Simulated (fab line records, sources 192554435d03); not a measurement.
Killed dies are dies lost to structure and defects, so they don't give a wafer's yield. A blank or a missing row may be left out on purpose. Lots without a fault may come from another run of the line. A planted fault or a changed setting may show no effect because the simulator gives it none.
Which tool did it? | flow n5_finfet | 9 lots, 27 wafers sampled, at 5 steps of a route of 1938

WHAT THE GAUGES READ, wafer by wafer
N5_BEOL_M4_RC_MEAS_101. Usual: DIBL_N 36.2 mV/V, standard deviation 1.6; DIBL_P 36.1 mV/V, standard deviation 2; IOFF_N 0.16 nA/um, standard deviation 0.032; IOFF_P 0.22 nA/um, standard deviation 0.036; ION_N 672 uA/um, standard deviation 11; ION_P 463 uA/um, standard deviation 7.5; SS_N 71.4 mV/dec, standard deviation 0.58; SS_P 73.2 mV/dec, standard deviation 0.67; VT_N 250 mV, standard deviation 3.3; VT_P -250 mV, standard deviation 3.3.
lot  | measured     | on        | DIBL_N (mV/V)  | DIBL_P (mV/V)  | IOFF_N (nA/um) | IOFF_P (nA/um) | ION_N (uA/um) | ION_P (uA/um) | SS_N (mV/dec)  | SS_P (mV/dec)  | VT_N (mV)   | VT_P (mV)      | flag
L510 | day 8 07:29  | prober-01 | 35.8 33.8 35.6 | 35.9 32.6 34.7 | 0.15 0.11 0.15 | 0.24 0.19 0.22 | 678 659 672   | 477 464 470   | 71.1 70.3 71.3 | 73.3 72.6 72.8 | 249 253 248 | -246 -251 -247 |
L512 | day 8 13:38  | prober-02 | 36.3 37.3 37.1 | 35.6 37.0 36.1 | 0.16 0.18 0.16 | 0.23 0.25 0.22 | 683 680 680   | 474 465 472   | 71.8 71.7 71.6 | 73.3 73.5 73.8 | 247 247 248 | -250 -246 -250 |
L517 | day 10 04:14 | prober-01 | 37.7 35.6 35.2 | 39.0 36.2 35.5 | 0.22 0.17 0.16 | 0.36 0.28 0.27 | 675 685 667   | 453 466 466   | 71.6 71.0 70.4 | 74.6 73.1 74.0 | 245 245 250 | -242 -245 -242 |
L520 | day 10 22:03 | prober-01 | 35.3 36.7 36.0 | 36.5 38.4 37.3 | 0.15 0.18 0.15 | 0.28 0.32 0.29 | 675 681 677   | 460 456 452   | 71.6 72.1 71.7 | 72.9 74.2 73.9 | 250 247 250 | -243 -240 -244 |
L523 | day 12 14:43 | prober-01 | 34.1 35.1 34.9 | 34.8 36.3 35.6 | 0.13 0.14 0.13 | 0.16 0.18 0.17 | 669 668 656   | 455 459 444   | 71.1 70.8 70.9 | 72.4 72.5 73.1 | 252 252 254 | -256 -256 -255 |
L529 | day 13 17:14 | prober-02 | 40.5 37.6 38.3 | 38.1 34.2 34.9 | 0.21 0.15 0.16 | 0.27 0.20 0.20 | 666 660 653   | 462 462 457   | 71.8 71.4 71.7 | 73.7 72.6 72.8 | 246 250 251 | -247 -250 -250 |
L530 | day 13 06:59 | prober-02 | 33.0 38.4 35.4 | 30.8 38.8 34.2 | 0.11 0.20 0.13 | 0.15 0.27 0.19 | 649 676 670   | 449 463 463   | 71.1 71.9 71.2 | 72.6 74.0 72.6 | 257 248 251 | -254 -244 -249 |
L531 | day 14 11:01 | prober-02 | 33.9 35.4 34.7 | 34.4 37.0 36.1 | 0.12 0.14 0.13 | 0.17 0.20 0.19 | 661 679 669   | 464 466 466   | 70.6 70.3 70.5 | 71.7 72.9 72.2 | 254 253 254 | -253 -249 -252 |
L532 | day 15 03:51 | prober-02 | 38.7 36.5 34.7 | 39.5 37.2 35.7 | 0.20 0.16 0.13 | 0.25 0.22 0.20 | 694 679 661   | 469 470 465   | 72.4 72.2 71.4 | 73.6 73.4 72.2 | 244 250 252 | -246 -247 -252 |

WHICH TOOL RAN EACH LOT (tool, then ch and the chambers of the sampled wafers, then the start)
lot  | N5_WELL_APT_DESCUM_30             | N5_PMOS_HMC_CHANNEL_EPI_EPI_20 | N5_FIN_SAQP_DENSIFY_62          | N5_FIN_SAQP_PECVD_48
L510 | rie_diel-02 ch 0,2,3, day 1 21:14 | epi_rpcvd-02 ch 0, day 2 00:15 | rtp_anneal-02 ch 0, day 2 03:05 | pecvd-04 ch 0,1, day 2 03:29
L512 | rie_diel-06 ch 2,3, day 2 08:56   | epi_rpcvd-04 ch 0, day 2 11:49 | rtp_anneal-01 ch 0, day 2 15:02 | pecvd-03 ch 0,1,2, day 2 15:24
L517 | rie_diel-02 ch 0,2, day 3 15:47   | epi_rpcvd-02 ch 0, day 3 19:03 | rtp_anneal-02 ch 0, day 3 21:35 | pecvd-04 ch 1,2, day 3 21:58
L520 | rie_diel-06 ch 0,2,3, day 4 09:12 | epi_rpcvd-02 ch 0, day 4 12:13 | rtp_anneal-01 ch 0, day 4 15:42 | pecvd-04 ch 0,1,2, day 4 16:04
L523 | rie_diel-06 ch 0,2, day 5 04:23   | epi_rpcvd-04 ch 0, day 5 07:06 | rtp_anneal-02 ch 0, day 5 10:04 | pecvd-03 ch 0,1, day 5 10:26
L529 | rie_diel-06 ch 0,1, day 6 16:09   | epi_rpcvd-04 ch 0, day 6 20:10 | rtp_anneal-01 ch 0, day 6 22:32 | pecvd-02 ch 0,1,2, day 6 22:53
L530 | rie_diel-02 ch 1,3, day 6 22:06   | epi_rpcvd-03 ch 0, day 7 01:10 | rtp_anneal-02 ch 0, day 7 03:58 | pecvd-04 ch 0,1,2, day 7 04:19
L531 | rie_diel-01 ch 0,2,3, day 7 02:50 | epi_rpcvd-03 ch 0, day 7 06:25 | rtp_anneal-02 ch 0, day 7 10:22 | pecvd-03 ch 0,1,2, day 7 10:43
L532 | rie_diel-02 ch 0,1, day 7 09:10   | epi_rpcvd-02 ch 0, day 7 12:10 | rtp_anneal-02 ch 0, day 7 15:09 | pecvd-02 ch 1,2, day 7 15:32
- N5_WELL_APT_DESCUM_30: chemistry O2, time 7.9 s.
- N5_PMOS_HMC_CHANNEL_EPI_EPI_20: deposits SiGe30, target thk 59 nm.
- N5_FIN_SAQP_DENSIFY_62: time 60 s.
- N5_FIN_SAQP_PECVD_48: deposits SiNx from SiH4/NH3/N2, target thk 25 nm, time 22.1 s.

WHAT THE TOOLS THEMSELVES READ (means of the sampled wafers that have a number; where no wafer has one, the mark that the record gives instead)
N5_WELL_APT_DESCUM_30. Usual: drypump_motor_current_A 5.6 A, standard deviation 0.52; oes_product_au 0.76 a.u., standard deviation 0.084; rf_vpp_V 242.6 V, standard deviation 1.3; showerhead_plenum_p_Torr 2.05 Torr, standard deviation 0.055; throttle_valve_pct 20.45 %, standard deviation 0.25.
lot  | tool        | drypump_motor_current_A (A) | oes_product_au (a.u.) | rf_vpp_V (V) | showerhead_plenum_p_Torr (Torr) | throttle_valve_pct (%) | flag
L510 | rie_diel-02 | 5.8                         | 0.73                  | 242.3        | 1.99                            | 20.34                  |
L512 | rie_diel-06 | 5.4                         | 0.88                  | 243.8        | 2.12                            | 20.49                  |
L517 | rie_diel-02 | 5.5                         | 0.73                  | 241.5        | 2.00                            | 20.54                  |
L520 | rie_diel-06 | 5.4                         | 0.77                  | 242.5        | 2.07                            | 20.56                  |
L523 | rie_diel-06 | 5.5                         | 0.78                  | 242.6        | 2.04                            | 20.70                  |
L529 | rie_diel-06 | 5.3                         | 0.73                  | 242.2        | 2.02                            | 20.57                  |
L530 | rie_diel-02 | 5.8                         | 0.68                  | 240.9        | 1.98                            | 20.30                  |
L531 | rie_diel-01 | 5.7                         | 0.81                  | 243.4        | 2.08                            | 20.39                  |
L532 | rie_diel-02 | 5.5                         | 0.69                  | 242.9        | 1.98                            | 20.47                  |

N5_PMOS_HMC_CHANNEL_EPI_EPI_20. Usual: chamber_pressure_Torr 19.99 Torr, standard deviation 0.043; susceptor_temp_C 600.00 C, standard deviation 0.24; susceptor_temp_C_max 601.3, standard deviation 0.39.
lot  | tool         | chamber_pressure_Torr (Torr) | susceptor_temp_C (C) | susceptor_temp_C_max | flag
L510 | epi_rpcvd-02 | 19.98                        | 599.76               | 601.3                |
L512 | epi_rpcvd-04 | 19.94                        | 599.73               | 600.8                |
L517 | epi_rpcvd-02 | 20.00                        | 593.64               | 595.2                | OFF
L520 | epi_rpcvd-02 | 19.96                        | 593.39               | 595.0                | OFF
L523 | epi_rpcvd-04 | 19.99                        | 599.85               | 601.0                |
L529 | epi_rpcvd-04 | 20.02                        | 600.15               | 601.5                |
L530 | epi_rpcvd-03 | 20.02                        | 600.34               | 601.4                |
L531 | epi_rpcvd-03 | 20.01                        | 600.21               | 601.3                |
L532 | epi_rpcvd-02 | 19.99                        | 599.86               | 601.5                |

N5_FIN_SAQP_DENSIFY_62. Usual: lamp_power_pct 9.85 %, standard deviation 0.055; wafer_temp_C_max 703.3, standard deviation 0.68.
lot  | tool          | lamp_power_pct (%) | wafer_temp_C_max | flag
L510 | rtp_anneal-02 | 9.89               | 703.6            |
L512 | rtp_anneal-01 | 9.90               | 703.8            |
L517 | rtp_anneal-02 | 9.79               | 703.3            |
L520 | rtp_anneal-01 | 9.87               | 703.3            |
L523 | rtp_anneal-02 | 9.81               | 703.3            |
L529 | rtp_anneal-01 | 9.91               | 703.0            |
L530 | rtp_anneal-02 | 9.78               | 703.2            |
L531 | rtp_anneal-02 | 9.90               | 703.4            |
L532 | rtp_anneal-02 | 9.76               | 703.8            |

N5_FIN_SAQP_PECVD_48. Usual: chamber_pressure_Torr 1.500 Torr, standard deviation 0.0034; heater_power_w 783 W, standard deviation 57; showerhead_plenum_p_Torr 5.15 Torr, standard deviation 0.067; showerhead_vpp_V 1101 V, standard deviation 48; throttle_valve_pct 41 %, standard deviation 3.4.
lot  | tool     | chamber_pressure_Torr (Torr) | heater_power_w (W) | showerhead_plenum_p_Torr (Torr) | showerhead_vpp_V (V) | throttle_valve_pct (%) | flag
L510 | pecvd-04 | 1.501                        | 765                | 5.14                            | 1109                 | 45                     |
L512 | pecvd-03 | 1.501                        | 765                | 5.20                            | 1097                 | 39                     |
L517 | pecvd-04 | 1.497                        | 827                | 5.07                            | 1059                 | 38                     |
L520 | pecvd-04 | 1.500                        | 781                | 5.10                            | 1079                 | 42                     |
L523 | pecvd-03 | 1.498                        | 768                | 5.22                            | 1085                 | 40                     |
L529 | pecvd-02 | 1.499                        | 796                | 5.17                            | 1119                 | 42                     |
L530 | pecvd-04 | 1.498                        | 768                | 5.10                            | 1075                 | 42                     |
L531 | pecvd-03 | 1.503                        | 741                | 5.20                            | 1086                 | 40                     |
L532 | pecvd-02 | 1.496                        | 804                | 5.21                            | 1097                 | 40                     |

THE ANSWER, worked out from the rows above alone
Rule: a lot is off if the mean of its wafers that have a number lies more than 3 standard deviations from the usual mean. A lot without any number at a reading at which 4 lots or more have one is off too. The other lots that the step has rows for count as sound. The gauges are gone through in route order, then the tools' own readings, and for those a lot's mean is taken as printed above. The first step at which some lot is off is used, and at that step the reading that is off furthest; a lot without a number counts as furthest.
Off: L517, L520, at N5_PMOS_HMC_CHANNEL_EPI_EPI_20 (susceptor_temp_C).
A tool fits if, at that step or a process step before it, it ran every lot that is off, and no sound lot after the first of them. None of those tried fits.

WHAT THE SIMULATOR HAD PUT IN
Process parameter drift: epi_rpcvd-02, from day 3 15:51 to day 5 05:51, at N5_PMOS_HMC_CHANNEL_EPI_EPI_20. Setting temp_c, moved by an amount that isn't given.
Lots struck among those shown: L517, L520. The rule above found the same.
